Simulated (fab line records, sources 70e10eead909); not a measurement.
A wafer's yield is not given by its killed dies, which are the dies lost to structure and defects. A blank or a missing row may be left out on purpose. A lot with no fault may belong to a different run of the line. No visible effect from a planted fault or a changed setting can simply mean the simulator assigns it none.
fab line records	flow nandHarc
[record] lots = 24	wafers = 72	lastDay = 25
route steps=1159 shown P_GATE@157 P_CONTACT@236 P_M0@264
lots that met no fault: from a run of the same line without faults
startH: hours from the record's opening day to when the first of the lot's shown wafers began	waitH: hours elapsed since this lot's preceding step	" the same as in the row above	L1.1+2: a row that stands for several wafers	- no value, or no start given	* or withheld: withheld	< > ~ a bound
route shown NAME@n: names a module that has steps shown in the file, with the first one's number in the route	usual: the fault-free wafers' mean and standard deviation	same: alike in all rows	chamber/n: place in a boat	sites: per-site readings	_std_site: the values' standard deviation	_edge_site: mean of outer sites minus mean of inner sites	radiusMm: how far each site lies from the wafer's centre	mask NAME#n: copy n	behind: tool/chamber where the wafer was last shaped	hold: what put the lot on hold/how long, in hours/how the hold closed	device: names the non-switching transistor (n, p or np)	end of line: at the end of the route, the tests of the same wafers	a step given without rows: its recipe and nothing more	killed: dies that structure and defects cost at the first sort, which is not the same as the wafer's yield	map: the dies of a wafer, with x for killed, . for not killed, _ for no die there
set.NAME: the run value of the setting; set.NAME@STEP: its run value at that earlier step	model.NAME: the simulator's own value behind a step, which no gauge read
a sample of lots followed through the steps of the route, with each step as a table and each wafer as a row
services: from which hour (startH, from the record's first day; less than 0 if before it) a tool's chamber was out of use, for how many hours, and why
[[steps]]
[step NHARC_P_GATE_STRIP_101]
[recipe] timeS = 20	o2FlowSccm = 500	arFlowSccm = 0	biasW = 0	chemistry = O2
[usual] drypumpMotorCurrentA = 5.8/0.44	oesProductAu = 0.998/0.011	rfVppV = 58.1/0.88	showerheadPlenumPTorr = 3.64/0.13	throttleValvePct = 17.037/0.0088
lot.wafer	tool	chamber	startH	waitH	drypumpMotorCurrentA	oesProductAu	rfHoursCounterH	rfVppV	showerheadPlenumPTorr	throttleValvePct
L074.4	rieDiel-09	0	100.16	0.1	5.5	1.007	0	56.9	3.47	17.020
L074.1	"	1	"	"	6.2	1.015	2	58.6	3.73	17.045
L074.5	"	0	"	"	5.5	1.000	-	57.4	3.47	17.054
L075.3	rieDiel-09	2	100.36	0.1	5.9	1.011	2	59.4	3.77	17.048
L075.1	"	0	"	"	5.5	1.005	0	59.0	3.47	17.039
L075.6	"	2	"	"	5.9	1.008	-	58.9	3.77	17.030
L077.2	rieDiel-02	1	117.09	0.1	6.7	1.010	42	58.3	3.71	17.045
L077.4	"	0	"	"	5.7	0.983	-	57.0	3.30	17.021
L077.5	"	1	"	"	6.7	1.012	-	58.3	3.71	17.028
L076.2	rieDiel-02	1	117.53	0.2	6.8	1.005	42	58.3	3.71	17.038
L076.6	"	0	"	"	5.7	0.972	-	56.4	3.30	17.042
L076.4	"	2	"	"	6.3	0.985	-	58.5	3.64	17.036
L078.1	rieDiel-02	0	120.32	0.1	5.7	0.979	44	57.0	3.30	17.016
L078.4	"	1	"	"	6.7	1.015	43	58.0	3.71	17.028
L078.3	"	3	"	"	5.8	0.998	42	56.3	3.31	17.031
L080.2	rieDiel-09	1	128.84	0.1	6.2	1.008	6	56.7	3.73	17.032
L080.5	"	3	"	"	5.2	0.993	-	58.7	3.68	17.037
L080.6	"	0	"	"	5.5	0.999	-	57.8	3.47	17.026
L079.3	rieDiel-07	1	129.08	0.1	5.4	1.009	27	59.1	3.52	17.059
L079.2	"	0	"	"	6.3	0.993	27	58.0	3.71	17.044
L079.6	"	2	"	"	6.1	1.013	-	58.2	3.79	17.016
L081.1	rieDiel-07	1	145.72	0.1	5.4	0.997	33	58.3	3.52	17.046
L081.4	"	2	"	"	6.0	1.015	35	58.9	3.79	17.036
L081.6	"	0	"	"	6.3	0.990	-	58.6	3.71	17.048
L082.2	rieDiel-09	0	153.13	0.1	5.5	0.987	8	56.0	3.47	17.051
L082.3	"	2	"	"	5.9	1.002	8	58.4	3.77	17.057
L082.5	"	0	"	"	5.5	0.991	-	57.2	3.47	17.030
L083.2	rieDiel-09	2	159.60	0.6	5.9	0.997	10	58.7	3.77	17.021
L083.3	"	3	"	"	5.1	0.999	10	56.9	3.67	17.041
L083.1	"	0	"	"	5.5	0.991	9	57.2	3.47	17.045
L084.2	rieDiel-09	1	164.46	0.1	6.2	1.017	12	58.9	3.72	17.033
L084.1	"	2	"	"	5.9	1.005	10	58.7	3.77	17.041
L084.6	"	0	"	"	5.5	0.991	-	59.3	3.47	17.038
L085.3	rieDiel-09	1	164.88	0.1	6.2	1.009	12	58.6	3.72	17.046
L085.1	"	2	"	"	5.9	1.003	10	58.5	3.77	17.034
L085.6	"	0	"	"	5.5	0.990	-	57.7	3.47	17.058
L086.1	rieDiel-07	3	179.62	0.1	5.5	0.983	46	58.4	3.70	17.030
L086.4	"	1	"	"	5.4	1.004	50	58.2	3.51	17.041
L086.6	"	2	"	"	6.0	1.003	-	58.7	3.78	17.027
L087.3	rieDiel-07	1	179.75	0.1	5.5	0.996	50	58.1	3.51	17.036
L087.4	"	3	"	"	5.5	0.986	46	59.2	3.70	17.033
L087.5	"	1	"	"	5.5	0.999	-	57.7	3.51	17.024
L089.3	rieDiel-09	0	181.65	0.1	5.5	1.003	13	57.3	3.47	17.035
L089.5	"	0	"	"	5.5	1.003	-	56.8	3.47	17.037
L089.6	"	1	"	"	6.2	1.033	-	57.0	3.72	17.026
L088.1	rieDiel-09	2	188.04	0.1	5.8	0.993	15	58.6	3.77	17.033
L088.3	"	0	"	"	5.5	0.980	14	59.1	3.47	17.024
L088.6	"	3	"	"	5.1	0.982	-	59.0	3.67	17.035
L090.3	rieDiel-07	2	196.80	0.1	6.0	1.005	55	59.2	3.78	17.041
L090.1	"	3	"	"	5.4	0.991	53	58.5	3.70	17.036
L090.6	"	2	"	"	6.0	1.008	-	58.3	3.78	17.032
L091.3	rieDiel-07	1	196.82	0.1	5.5	0.999	57	57.1	3.51	17.040
L091.1	"	2	"	"	6.0	1.009	55	58.7	3.78	17.027
L091.4	"	0	"	"	6.3	0.986	54	57.4	3.70	17.044
L092.3	rieDiel-07	0	212.48	0.1	6.3	0.985	58	58.5	3.70	17.044
L092.1	"	1	"	"	5.5	1.009	62	58.7	3.50	17.038
L092.6	"	1	"	"	5.4	0.996	-	58.2	3.50	17.036
L093.4	rieDiel-09	0	222.07	0.1	5.5	0.992	20	57.1	3.46	17.046
L093.2	"	3	"	"	5.2	0.996	20	59.2	3.67	17.043
L093.5	"	0	"	"	5.5	0.996	-	57.1	3.46	17.048
L094.1	rieDiel-07	0	222.42	0.1	6.3	0.979	60	59.1	3.69	17.035
L094.3	"	2	"	"	6.0	1.008	62	59.4	3.77	17.026
L094.5	"	0	"	"	6.3	0.987	-	58.0	3.69	17.041
L095.2	rieDiel-09	0	228.24	0.1	5.5	1.001	20	57.5	3.46	17.043
L095.1	"	2	"	"	5.9	1.002	21	58.3	3.76	17.044
L095.3	"	3	"	"	5.2	0.993	21	56.4	3.67	17.041
L096.1	rieDiel-09	1	228.61	0.2	6.3	1.008	23	57.8	3.72	17.031
L096.5	"	3	"	"	5.1	1.000	-	58.8	3.67	17.030
L096.6	"	0	"	"	5.5	0.991	-	57.5	3.46	17.044
L097.3	rieDiel-09	3	238.50	0.1	5.1	1.003	22	57.6	3.67	17.040
L097.2	"	1	"	"	6.3	1.013	24	58.6	3.72	17.042
L097.5	"	3	"	"	5.1	0.988	-	58.0	3.67	17.047
[step NHARC_P_GATE_RTA_64]
[recipe] tempC = 1050	timeS = 1
[usual] lampPowerPct = 36/5.1	lamp_zone_1_pct = 36/5.1	wafer_temp_C_max = 1053.8/0.97
lot.wafer	tool	chamber	startH	waitH	lampPowerPct	lamp_zone_1_pct	wafer_temp_C_max
L074.1	rtpAnneal-02	0	106.71	-	41	41	1053.0
L074.4	"	0	"	"	41	41	1053.0
L074.5	"	0	"	"	41	41	1052.9
L075.1	rtpAnneal-01	0	107.50	-	31	31	1054.0
L075.3	"	0	"	"	31	31	1053.2
L075.6	"	0	"	"	31	31	1054.1
L077.2	rtpAnneal-02	0	123.20	-	41	41	1053.4
L077.4	"	0	"	"	41	41	1053.3
L077.5	"	0	"	"	41	41	1052.8
L076.2	rtpAnneal-02	0	123.73	-	41	41	1052.3
L076.4	"	0	"	"	41	41	1052.9
L076.6	"	0	"	"	41	41	1052.9
L078.1	rtpAnneal-01	0	126.30	-	31	31	1053.4
L078.3	"	0	"	"	31	31	1053.8
L078.4	"	0	"	"	31	31	1056.3
L080.2	rtpAnneal-01	0	135.00	-	31	31	1054.0
L080.5	"	0	"	"	31	31	1054.2
L080.6	"	0	"	"	31	31	1054.0
L079.2	rtpAnneal-02	0	135.35	-	41	41	1054.0
L079.3	"	0	"	"	41	41	1054.0
L079.6	"	0	"	"	41	41	1053.6
L081.1	rtpAnneal-01	0	152.21	-	31	31	1053.4
L081.4	"	0	"	"	31	31	1055.1
L081.6	"	0	"	"	31	31	1054.3
L082.2	rtpAnneal-01	0	159.59	-	31	31	1055.3
L082.3	"	0	"	"	31	31	1054.8
L082.5	"	0	"	"	31	31	1054.2
L083.1	rtpAnneal-02	0	165.84	-	41	41	1052.3
L083.2	"	0	"	"	41	41	1053.0
L083.3	"	0	"	"	41	41	1053.4
L084.1	rtpAnneal-02	0	170.43	-	41	41	1051.7
L084.2	"	0	"	"	41	41	1051.8
L084.6	"	0	"	"	41	41	1053.0
L085.1	rtpAnneal-01	0	171.20	-	31	31	1054.3
L085.3	"	0	"	"	31	31	1054.0
L085.6	"	0	"	"	31	31	1055.2
L086.1	rtpAnneal-01	0	186.20	-	31	31	1054.9
L086.4	"	0	"	"	31	31	1054.1
L086.6	"	0	"	"	31	31	1054.8
L087.3	rtpAnneal-02	0	187.05	-	41	41	1054.0
L087.4	"	0	"	"	41	41	1054.3
L087.5	"	0	"	"	41	41	1054.0
L089.3	rtpAnneal-02	0	189.84	-	41	41	1052.7
L089.5	"	0	"	"	41	41	1052.8
L089.6	"	0	"	"	41	41	1054.0
L088.1	rtpAnneal-02	0	194.48	-	41	41	1054.3
L088.3	"	0	"	"	41	41	1054.6
L088.6	"	0	"	"	41	41	1053.5
L090.1	rtpAnneal-01	0	203.09	-	31	31	1054.2
L090.3	"	0	"	"	31	31	1054.1
L090.6	"	0	"	"	31	31	1054.2
L091.1	rtpAnneal-02	0	203.19	-	41	41	1052.9
L091.3	"	0	"	"	41	41	1052.7
L091.4	"	0	"	"	41	41	1053.7
L092.1	rtpAnneal-02	0	218.63	-	41	41	1054.3
L092.3	"	0	"	"	41	41	1053.0
L092.6	"	0	"	"	41	41	1052.8
L093.2	rtpAnneal-01	0	228.29	-	31	31	1054.2
L093.4	"	0	"	"	31	31	1054.6
L093.5	"	0	"	"	31	31	1053.8
L094.1	rtpAnneal-01	0	228.51	-	31	31	1054.1
L094.3	"	0	"	"	31	31	1054.6
L094.5	"	0	"	"	31	31	1056.0
L095.1	rtpAnneal-01	0	234.22	-	31	31	1055.2
L095.2	"	0	"	"	31	31	1054.9
L095.3	"	0	"	"	31	31	1054.7
L096.1	rtpAnneal-02	0	235.17	-	41	41	1053.1
L096.5	"	0	"	"	41	41	1052.4
L096.6	"	0	"	"	41	41	1053.3
L097.2	rtpAnneal-01	0	244.92	-	31	31	1054.1
L097.3	"	0	"	"	31	31	1053.7
L097.5	"	0	"	"	31	31	1056.0
[step NHARC_P_CONTACT_ETCH_35]
[recipe] targetDepthA = 390	overEtchFrac = 0.3	timeS = 65	ionEnergyEv = 80	cf4FlowSccm = 150	arFlowSccm = 0	rfW = 300	biasW = 100	chemistry = CF4
[usual] drypumpMotorCurrentA = 5.9/0.43	oesProductAu = 1.004/0.0091	rfVppV = 151.5/1.2	showerheadPlenumPTorr = 1.78/0.064	throttleValvePct = 13.284/0.0098
lot.wafer	tool	chamber	startH	waitH	drypumpMotorCurrentA	oesProductAu	rfHoursCounterH	rfVppV	showerheadPlenumPTorr	throttleValvePct
L074.4	rieDiel-08	1	109.88	0.1	6.3	0.993	14	154.0	1.84	13.282
L074.1	"	3	"	"	5.6	1.007	15	151.4	1.71	13.291
L074.5	"	0	"	"	5.9	1.000	-	151.6	1.76	13.287
L075.1	rieDiel-06	1	110.60	0.1	6.2	0.996	16	152.5	1.78	13.293
L075.3	"	2	"	"	6.4	1.025	18	153.4	1.82	13.288
L075.6	"	0	"	"	6.3	1.004	-	150.1	1.71	13.278
L077.2	rieDiel-12	1	126.45	0.1	4.8	0.998	11	149.9	1.70	13.295
L077.5	"	1	"	"	4.8	0.997	-	152.3	1.70	13.303
L077.4	"	2	"	"	5.8	1.019	-	151.9	1.79	13.289
L076.4	rieDiel-06	2	126.90	0.1	6.5	1.010	23	153.4	1.81	13.305
L076.2	"	3	"	"	5.7	1.008	24	152.0	1.82	13.287
L076.6	"	1	"	"	6.3	0.988	-	151.0	1.77	13.289
L078.1	rieDiel-12	3	129.55	0.1	5.7	1.016	12	152.6	1.88	13.273
L078.3	"	2	"	"	5.8	1.008	11	152.1	1.79	13.287
L078.4	"	3	"	"	5.7	1.009	-	152.7	1.88	13.279
L080.2	rieDiel-08	0	138.14	0.1	5.8	1.005	0	150.0	1.76	13.275
L080.5	"	2	"	"	6.0	1.009	-	151.8	1.86	13.303
L080.6	"	3	"	"	5.6	0.990	-	151.8	1.71	13.287
L079.3	rieDiel-12	1	138.52	0.1	4.8	1.002	13	149.9	1.70	13.292
L079.2	"	2	"	"	5.7	1.004	13	152.5	1.79	13.273
L079.6	"	1	"	"	4.8	0.985	-	150.7	1.70	13.287
L081.4	rieDiel-12	0	155.39	0.1	6.3	1.010	11	150.2	1.72	13.285
L081.1	"	2	"	"	5.7	1.017	15	150.4	1.79	13.288
L081.6	"	3	"	"	5.7	1.014	-	153.5	1.88	13.299
L082.3	rieDiel-06	0	162.69	0.1	6.3	1.007	31	151.6	1.70	13.286
L082.2	"	3	"	"	5.7	1.000	37	151.5	1.82	13.295
L082.5	"	0	"	"	6.3	1.006	-	150.4	1.70	13.285
L083.1	rieDiel-08	1	169.05	0.1	6.3	0.986	2	152.5	1.84	13.284
L083.3	"	2	"	"	5.9	1.015	2	154.0	1.86	13.301
L083.2	"	3	"	"	5.7	1.008	2	150.0	1.71	13.284
L084.1	rieDiel-12	0	173.59	0.1	6.2	0.997	13	149.8	1.72	13.276
L084.2	"	1	"	"	4.8	1.010	17	148.9	1.70	13.286
L084.6	"	3	"	"	5.7	1.006	-	150.8	1.88	13.289
L085.1	rieDiel-06	0	174.39	0.1	6.3	0.984	36	149.3	1.70	13.282
L085.3	"	1	"	"	6.3	0.983	41	151.4	1.77	13.285
L085.6	"	0	"	"	6.3	0.994	-	151.1	1.70	13.294
L086.4	rieDiel-12	0	189.25	0.1	6.2	1.003	14	150.4	1.72	13.296
L086.1	"	2	"	"	5.8	1.007	18	150.8	1.79	13.288
L086.6	"	0	"	"	6.2	0.992	-	150.2	1.72	13.288
L087.4	rieDiel-08	3	190.04	0.1	5.6	1.016	4	151.1	1.71	13.295
L087.3	"	2	"	"	6.0	1.008	4	152.3	1.86	13.283
L087.5	"	3	"	"	5.7	1.020	-	151.1	1.71	13.289
L089.3	rieDiel-12	3	192.97	0.1	5.7	1.006	19	151.2	1.88	13.284
L089.6	"	0	"	"	6.2	1.002	-	151.3	1.72	13.269
L089.5	"	1	"	"	4.8	1.003	-	150.3	1.70	13.282
L088.3	rieDiel-06	1	197.64	0.1	6.2	0.986	46	151.2	1.77	13.274
L088.1	"	0	"	"	6.3	0.989	45	149.7	1.69	13.288
L088.6	"	1	"	"	6.2	0.989	-	152.6	1.77	13.280
L090.1	rieDiel-08	1	206.10	0.1	6.3	0.993	6	152.3	1.83	13.276
L090.3	"	3	"	"	5.6	1.008	6	150.6	1.71	13.280
L090.6	"	2	"	"	6.0	1.009	-	152.3	1.86	13.276
L091.4	rieDiel-08	1	206.63	0.1	6.4	0.996	6	152.8	1.83	13.284
L091.1	"	2	"	"	6.0	1.005	6	152.0	1.86	13.274
L091.3	"	3	"	"	5.7	1.001	6	150.8	1.71	13.287
L092.3	rieDiel-12	3	221.85	0.1	5.7	1.016	0	154.3	1.88	13.279
L092.1	"	0	"	"	6.3	0.994	1	152.0	1.72	13.293
L092.6	"	3	"	"	5.7	1.025	-	152.5	1.88	13.281
L093.2	rieDiel-12	2	232.02	0.1	5.7	0.997	2	150.5	1.79	13.291
L093.4	"	0	"	"	6.3	1.001	2	150.6	1.72	13.295
L093.5	"	2	"	"	5.7	1.005	-	152.2	1.79	13.288
L094.3	rieDiel-08	0	232.17	0.1	5.9	1.000	9	150.5	1.76	13.264
L094.1	"	2	"	"	6.0	1.019	9	152.8	1.86	13.277
L094.5	"	0	"	"	5.9	1.020	-	150.9	1.76	13.280
L095.1	rieDiel-08	2	237.42	0.1	6.0	1.006	10	151.7	1.86	13.284
L095.2	"	0	"	"	5.9	1.009	10	150.4	1.76	13.285
L095.3	"	1	"	"	6.3	0.997	9	151.3	1.83	13.285
L096.1	rieDiel-08	3	238.41	0.1	5.7	1.009	10	151.8	1.71	13.291
L096.5	"	3	"	"	5.7	1.019	-	148.8	1.71	13.297
L096.6	"	0	"	"	6.0	1.002	-	150.6	1.76	13.289
L097.3	rieDiel-08	1	248.05	0.1	6.3	0.999	11	152.3	1.83	13.273
L097.2	"	2	"	"	6.0	1.013	11	152.9	1.86	13.291
L097.5	"	1	"	"	6.3	0.998	-	152.0	1.83	13.300
[step NHARC_P_CONTACT_INSPECT_27]
[usual] rawDefectCount = 276/110
lot.wafer	tool	chamber	startH	waitH	rawDefectCount
L074.1	defectInspect-01	-	112.90	0.1	195
L074.4	"	-	"	"	228
L074.5	"	-	"	"	269
L075.1	defectInspect-02	-	113.72	0.1	309
L075.3	"	-	"	"	325
L075.6	"	-	"	"	220
L077.2	defectInspect-02	-	130.41	0.1	277
L077.4	"	-	"	"	305
L077.5	"	-	"	"	279
L076.2	defectInspect-01	-	130.73	0.1	332
L076.4	"	-	"	"	223
L076.6	"	-	"	"	251
L078.1	defectInspect-01	-	132.82	0.1	323
L078.3	"	-	"	"	199
L078.4	"	-	"	"	433
L080.2	defectInspect-02	-	143.84	0.1	285
L080.5	"	-	"	"	389
L080.6	"	-	"	"	327
L079.2	defectInspect-01	-	143.92	0.1	160
L079.3	"	-	"	"	501
L079.6	"	-	"	"	198
L081.1	defectInspect-01	-	158.43	0.1	153
L081.4	"	-	"	"	359
L081.6	"	-	"	"	180
L082.2	defectInspect-02	-	167.50	0.1	346
L082.3	"	-	"	"	257
L082.5	"	-	"	"	350
L083.1	defectInspect-01	-	172.11	0.1	231
L083.2	"	-	"	"	308
L083.3	"	-	"	"	122
L084.1	defectInspect-02	-	179.36	0.1	422
L084.2	"	-	"	"	235
L084.6	"	-	"	"	162
L085.1	defectInspect-01	-	180.53	0.1	369
L085.3	"	-	"	"	191
L085.6	"	-	"	"	187
L086.1	defectInspect-02	-	199.45	0.1	209
L086.4	"	-	"	"	123
L086.6	"	-	"	"	104
L087.3	defectInspect-01	-	199.96	0.1	187
L087.4	"	-	"	"	142
L087.5	"	-	"	"	161
L089.3	defectInspect-01	-	201.25	0.1	247
L089.5	"	-	"	"	198
L089.6	"	-	"	"	510
L088.1	defectInspect-01	-	206.79	0.1	354
L088.3	"	-	"	"	178
L088.6	"	-	"	"	454
L090.1	defectInspect-02	-	215.33	0.1	175
L090.3	"	-	"	"	231
L090.6	"	-	"	"	317
L091.1	defectInspect-01	-	215.65	0.1	131
L091.3	"	-	"	"	94
L091.4	"	-	"	"	193
L092.1	defectInspect-01	-	227.38	0.1	429
L092.3	"	-	"	"	318
L092.6	"	-	"	"	298
L093.2	defectInspect-01	-	236.94	0.1	354
L093.4	"	-	"	"	478
L093.5	"	-	"	"	428
L094.1	defectInspect-01	-	236.97	0.1	111
L094.3	"	-	"	"	190
L094.5	"	-	"	"	164
L095.1	defectInspect-01	-	240.51	0.1	123
L095.2	"	-	"	"	339
L095.3	"	-	"	"	179
L096.1	defectInspect-01	-	241.44	0.1	351
L096.5	"	-	"	"	673
L096.6	"	-	"	"	373
L097.2	defectInspect-01	-	251.04	0.1	325
L097.3	"	-	"	"	199
L097.5	"	-	"	"	255
[step NHARC_P_M0_OVL_MEAS_10]
[recipe] pitchNm = 180
[usual] overlayXNm = -0.4/0.96	overlayYNm = -0.3/0.73
lot.wafer	tool	chamber	startH	waitH	overlayXNm	overlayYNm
L074.1	overlay-01	-	113.89	-	-0.2	0.3
L074.4	"	-	"	"	-0.1	0.4
L074.5	"	-	"	"	0.0	-0.1
L075.1	overlay-01	-	114.59	-	-0.8	1.5
L075.3	"	-	"	"	-1.4	1.2
L075.6	"	-	"	"	-0.9	1.2
L077.2	overlay-02	-	131.39	-	-0.5	-1.2
L077.4	"	-	"	"	0.0	-1.5
L077.5	"	-	"	"	-0.3	-1.6
L076.2	overlay-02	-	131.75	-	-0.2	-1.3
L076.4	"	-	"	"	-0.4	-1.0
L076.6	"	-	"	"	-0.8	-1.5
L078.1	overlay-01	-	133.68	-	0.4	0.4
L078.3	"	-	"	"	0.4	0.6
L078.4	"	-	"	"	0.4	-0.2
L080.2	overlay-02	-	144.71	-	0.8	-2.0
L080.5	"	-	"	"	0.9	-1.3
L080.6	"	-	"	"	0.6	-1.0
L079.2	overlay-01	-	144.92	-	0.2	-1.8
L079.3	"	-	"	"	0.0	-1.4
L079.6	"	-	"	"	0.1	-1.1
L081.1	overlay-02	-	159.42	-	-0.5	-0.1
L081.4	"	-	"	"	-0.5	-0.2
L081.6	"	-	"	"	-0.8	-0.7
L082.2	overlay-02	-	168.49	-	-0.1	0.5
L082.3	"	-	"	"	-0.1	1.1
L082.5	"	-	"	"	0.6	1.0
L083.1	overlay-02	-	173.18	-	-1.4	-0.6
L083.2	"	-	"	"	-1.3	0.1
L083.3	"	-	"	"	-1.8	-0.2
L084.1	overlay-01	-	180.35	-	-0.5	0.3
L084.2	"	-	"	"	-0.5	0.2
L084.6	"	-	"	"	-0.9	0.2
L085.1	overlay-01	-	181.52	-	-2.8	-0.8
L085.3	"	-	"	"	-3.2	-0.7
L085.6	"	-	"	"	-3.6	-0.7
L086.1	overlay-02	-	200.44	-	1.1	-0.2
L086.4	"	-	"	"	0.3	-0.7
L086.6	"	-	"	"	1.1	-0.2
L087.3	overlay-02	-	200.95	-	-1.0	0.3
L087.4	"	-	"	"	-1.5	-0.2
L087.5	"	-	"	"	-0.6	0.6
L089.3	overlay-02	-	202.11	-	0.3	-0.9
L089.5	"	-	"	"	0.9	-0.1
L089.6	"	-	"	"	0.6	0.0
L088.1	overlay-01	-	207.80	-	0.1	-0.1
L088.3	"	-	"	"	0.3	0.1
L088.6	"	-	"	"	0.2	-0.3
L090.1	overlay-01	-	216.32	-	0.1	-0.2
L090.3	"	-	"	"	0.9	-0.8
L090.6	"	-	"	"	1.0	-0.4
L091.1	overlay-01	-	216.65	-	-0.2	0.1
L091.3	"	-	"	"	-0.4	-0.9
L091.4	"	-	"	"	-0.5	0.4
L092.1	overlay-02	-	228.37	-	-0.8	0.2
L092.3	"	-	"	"	-1.1	0.2
L092.6	"	-	"	"	-0.9	0.4
L093.2	overlay-01	-	237.93	-	-0.6	-0.6
L093.4	"	-	"	"	-0.6	-0.4
L093.5	"	-	"	"	-0.2	-0.5
L094.1	overlay-02	-	238.08	-	0.2	-0.2
L094.3	"	-	"	"	0.1	-1.0
L094.5	"	-	"	"	-0.3	-1.0
L095.1	overlay-01	-	241.50	-	1.1	-0.5
L095.2	"	-	"	"	0.4	-0.3
L095.3	"	-	"	"	0.8	0.1
L096.1	overlay-01	-	242.43	-	0.1	-0.1
L096.5	"	-	"	"	0.0	-0.1
L096.6	"	-	"	"	-0.1	-0.1
L097.2	overlay-01	-	252.17	-	-2.3	0.1
L097.3	"	-	"	"	-2.7	-0.6
L097.5	"	-	"	"	-2.8	-0.3
[step NHARC_P_M0_INSPECT_11]
[usual] rawDefectCount = 4.1/2.4
lot.wafer	tool	chamber	startH	waitH	rawDefectCount
L074.1	defectInspect-01	-	113.93	0.0	7
L074.4	"	-	"	"	3
L074.5	"	-	"	"	3
L075.1	defectInspect-01	-	114.62	0.0	6
L075.3	"	-	"	"	5
L075.6	"	-	"	"	6
L077.2	defectInspect-01	-	131.43	0.0	3
L077.4	"	-	"	"	1
L077.5	"	-	"	"	4
L076.2	defectInspect-02	-	131.78	0.0	3
L076.4	"	-	"	"	3
L076.6	"	-	"	"	1
L078.1	defectInspect-02	-	133.71	0.0	3
L078.3	"	-	"	"	3
L078.4	"	-	"	"	2
L080.2	defectInspect-02	-	144.74	0.0	4
L080.5	"	-	"	"	5
L080.6	"	-	"	"	8
L079.2	defectInspect-02	-	144.95	0.0	2
L079.3	"	-	"	"	1
L079.6	"	-	"	"	2
L081.1	defectInspect-02	-	159.45	0.0	1
L081.4	"	-	"	"	4
L081.6	"	-	"	"	2
L082.2	defectInspect-02	-	168.53	0.0	3
L082.3	"	-	"	"	2
L082.5	"	-	"	"	9
L083.1	defectInspect-02	-	173.21	0.0	5
L083.2	"	-	"	"	2
L083.3	"	-	"	"	2
L084.1	defectInspect-01	-	180.39	0.0	4
L084.2	"	-	"	"	3
L084.6	"	-	"	"	4
L085.1	defectInspect-01	-	181.56	0.0	1
L085.3	"	-	"	"	3
L085.6	"	-	"	"	3
L086.1	defectInspect-01	-	200.48	0.0	7
L086.4	"	-	"	"	3
L086.6	"	-	"	"	5
L087.3	defectInspect-01	-	200.99	0.0	1
L087.4	"	-	"	"	3
L087.5	"	-	"	"	3
L089.3	defectInspect-02	-	202.14	0.0	2
L089.5	"	-	"	"	7
L089.6	"	-	"	"	4
L088.1	defectInspect-01	-	207.83	0.0	5
L088.3	"	-	"	"	3
L088.6	"	-	"	"	4
L090.1	defectInspect-02	-	216.36	0.0	3
L090.3	"	-	"	"	1
L090.6	"	-	"	"	1
L091.1	defectInspect-02	-	216.69	0.0	9
L091.3	"	-	"	"	4
L091.4	"	-	"	"	5
L092.1	defectInspect-01	-	228.41	0.0	12
L092.3	"	-	"	"	5
L092.6	"	-	"	"	8
L093.2	defectInspect-01	-	237.97	0.0	8
L093.4	"	-	"	"	5
L093.5	"	-	"	"	7
L094.1	defectInspect-01	-	238.12	0.0	4
L094.3	"	-	"	"	4
L094.5	"	-	"	"	7
L095.1	defectInspect-01	-	241.54	0.0	4
L095.2	"	-	"	"	5
L095.3	"	-	"	"	4
L096.1	defectInspect-01	-	242.47	0.0	6
L096.5	"	-	"	"	8
L096.6	"	-	"	"	5
L097.2	defectInspect-01	-	252.20	0.0	7
L097.3	"	-	"	"	12
L097.5	"	-	"	"	4
[[services]]
tool	chamber	startH	hours	kind
rieDiel-09	-	77.10	9.0	pm
rieDiel-09	0	77.10	9.0	ventCycle
rieDiel-09	1	77.10	9.0	ventCycle
rieDiel-09	2	77.10	9.0	ventCycle
rieDiel-09	3	77.10	9.0	ventCycle
rieDiel-06	0	78.25	5.5	repair
rieDiel-09	0	91.79	5.9	repair
rtpAnneal-02	-	110.63	6.4	repair
rieDiel-02	3	112.53	7.5	repair
rieDiel-08	-	124.80	9.0	pm
rieDiel-12	0	125.13	24.1	repair
rieDiel-09	2	127.21	3.8	repair
rieDiel-02	-	150.74	9.0	pm
rieDiel-07	2	162.71	6.0	repair
rieDiel-02	1	175.79	11.4	repair
rieDiel-02	2	179.03	4.7	repair
rieDiel-06	1	183.57	9.1	repair
rieDiel-09	-	194.31	1.1	repair
rieDiel-09	-	196.40	1.0	repair
rieDiel-12	-	202.41	9.0	pm
rieDiel-07	1	209.74	2.7	repair
rieDiel-12	1	218.40	5.1	repair
rieDiel-07	-	228.23	9.0	pm
rieDiel-06	-	241.20	9.0	pm
[[key]]
fault none
